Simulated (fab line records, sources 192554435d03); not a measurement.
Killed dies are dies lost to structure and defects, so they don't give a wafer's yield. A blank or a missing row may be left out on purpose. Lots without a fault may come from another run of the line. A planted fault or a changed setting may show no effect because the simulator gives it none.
Chamber matching | flow n5_finfet | N5_FIN_SAQP_SPACER2_ALD_28 on ald_sin-03: 4 sister chambers
The step deposits SiO2, target thk 8.1 nm, pulse time 1 s, purge time 2 s. 8 wafers are shown with their chamber, then 11 later ones without.

WAFERS WITH THEIR CHAMBER
wafer  | chamber | heater_power_w (W) | precursor_pulse_height_rel
L084.2 | 2       | 529                | 1.006
L086.2 | 2       | 508                | 0.990
L088.1 | 1       | 473                | 0.982
L088.4 | 0       | 464                | 0.990
L089.2 | 3       | 460                | 1.060
L089.3 | 1       | 470                | 1.028
L089.5 | 0       | 482                | 0.984
L090.2 | 3       | 472                | 0.984

WAFERS WITHOUT THEIR CHAMBER
wafer  | heater_power_w (W) | precursor_pulse_height_rel
L090.3 | 473                | 0.991
L090.4 | 517                | 1.017
L092.1 | 472                | 1.003
L092.2 | 470                | 0.970
L092.5 | 483                | 0.957
L094.2 | 463                | 1.025
L094.3 | 475                | 1.015
L094.4 | 509                | 1.031
L096.1 | 470                | 1.007
L096.2 | 487                | 0.987
L096.6 | 466                | 1.018

WHICH CHAMBER EACH WENT THROUGH
wafer  | from the rows above               | in truth
L090.3 | can't be placed: 0 or 1 or 3      | 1
L090.4 | 2                                 | 2
L092.1 | can't be placed: 1 or 0 or 3      | 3
L092.2 | can't be placed: 0 or 1 or 3      | 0
L092.5 | can't be placed: 0 or 1 or 3      | 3
L094.2 | can't be placed: 3 or 1 or 0      | 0
L094.3 | can't be placed: 1 or 3 or 0      | 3
L094.4 | 2                                 | 2
L096.1 | can't be placed: 1 or 3 or 0      | 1
L096.2 | can't be placed: 0 or 1 or 3 or 2 | 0
L096.6 | can't be placed: 3 or 1 or 0      | 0
Placed correctly: 2 of 11. Can't be placed from these rows: 9 (the true chamber is among the candidates in 9). Placed wrongly: 0.
How it was worked out, from the rows above alone: a wafer's distance from a chamber is the root of the sum, over the readings, of the square of ((its reading less the chamber's mean) divided by the reading's scatter). The wafer belongs to the nearest chamber; if the next one is less than 2 further off, it can't be placed. A chamber's mean is the mean of its shown wafers. The scatter: the root of (the sum of the squares of (reading less its chamber's mean) over the shown wafers, divided by (wafers less chambers)).
